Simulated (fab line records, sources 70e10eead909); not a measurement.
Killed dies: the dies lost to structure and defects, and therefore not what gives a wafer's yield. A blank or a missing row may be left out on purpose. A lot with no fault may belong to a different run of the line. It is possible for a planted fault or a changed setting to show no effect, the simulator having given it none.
A struck lot beside a sound one | flow nand-harc | 13 out of 1159 route steps
Sound: the wafers L985.1, L985.5, L985.6. Struck: wafer L989.5. (L989.6 of the same lot was not struck and is left out.) The cause comes at the end.
Order at every step that has rows: each side's tool, ch and its chambers, its first start. Under that, the readings that differ: sound wafers | struck wafers | difference of the means | sigmas: that difference in standard deviations of wafers without a fault.
alike: readings whose means differ by less than 2 such deviations, and words and numbers that are the same on both sides. not compared: withheld readings, readings that some wafer has no value for, bounds like >300 that may hide the same value, and numbers for which the record gives no deviation and whose values overlap.
A row with sigmas, a row that says differs or no value, or rows on one side alone: a step with any of these is where the two part. Non-overlapping numbers with no deviation appear without sigmas and do not part them. Lack of a reading on every wafer of one side parts them only where that side has two or more wafers.

NHARC_A_WL_FILL_CVD_03: deposits W, target thk 40 nm, time 3302 s.
  sound on cvd-w-02 ch 0,1, day 17 11:49; struck on cvd-w-02 ch 0, day 18 21:26
  alike: heater-power-outer-w, heater-power-w, throttle-valve-pct
then, 1 step without rows for these wafers: NHARC_A_WL_FILL_ETCHBACK_04 (etches the open film in NF3, target depth 60 nm, time 120 s).
NHARC_A_WL_FILL_ETCHBACK_05: etches the open film in Cl2/BCl3, target depth 22 nm, time 60 s.
  sound on rie-metal-01 ch 0,1, day 17 14:54; struck on rie-metal-02 ch 0, day 18 23:10
  alike: drypump-motor-current-A, oes-product-au, run-length-s
  not compared: rf-hours-counter-h
NHARC_A_WL_FILL_STRIP_27: strips in N2/H2, time 20 s.
  sound on plasma-asher-02 ch 0,1, day 17 15:03; struck on plasma-asher-01 ch 1, day 18 23:20
  reading                     | sound          | struck | difference | sigmas
  drypump-motor-current-A (A) | 5.90 5.89 5.90 | 5.18   | -0.72      | -3
  alike: heater-power-w
  not compared: rf-hours-counter-h
then, 4 steps without rows for these wafers: NHARC_A_WL_FILL_STRIP_28 (strips in post etch residue remover, time 1200 s); NHARC_A_WL_FILL_PRECLEAN_06 (cleans in DIW, time 300 s); NHARC_A_WL_FILL_SRD_07; NHARC_A_WL_FILL_ANNEAL_08 (time 1800 s).
NHARC_A_WL_FILL_ALD_10: deposits SiO2, target thk 50 nm, pulse time 10 s, ald cycles 500.
  sound on ald-hk-03 ch 1,2, day 17 23:19; struck on ald-hk-04 ch 3, day 19 06:46
  alike: heater-power-outer-w, heater-power-w, precursor-pulse-height-rel
NHARC_A_WL_FILL_ETCHBACK_16: etches the open film in C4F8/O2/Ar, target depth 88 nm, time 17.6 s.
  sound on rie-diel-08 ch 0,2,3; struck on rie-diel-08 ch 3
  reading               | sound             | struck | difference | sigmas
  oes-product-au (a.u.) | 0.918 0.915 0.931 | 1.004  | +0.083     | +4
  alike: rf-vpp-V, run-length-s
  not compared: rf-hours-counter-h
then, 1 step without rows for these wafers: NHARC_A_WL_FILL_STRIP_29 (strips in O2, time 20 s).
NHARC_A_WL_FILL_ETCHBACK_17: etches the open film in Cl2/BCl3, target depth 4 nm, time 26.7 s.
  sound on rie-metal-03 ch 0,1, day 18 04:10; struck on rie-metal-03 ch 0, day 19 09:37
  reading          | sound          | struck | difference | sigmas
  run-length-s (s) | 48.4 48.2 47.4 | 40.7   | -7.3       | -24
  alike: drypump-motor-current-A, oes-product-au
  not compared: rf-hours-counter-h
then, 1 step without rows for these wafers: NHARC_A_WL_FILL_PRECLEAN_18 (cleans in dHF, time 30 s).

## WHERE THEY PART
Last at NHARC_A_WL_FILL_ETCHBACK_17 as far as this record goes, first at NHARC_A_WL_FILL_STRIP_27.

WHY: what the simulator had put in
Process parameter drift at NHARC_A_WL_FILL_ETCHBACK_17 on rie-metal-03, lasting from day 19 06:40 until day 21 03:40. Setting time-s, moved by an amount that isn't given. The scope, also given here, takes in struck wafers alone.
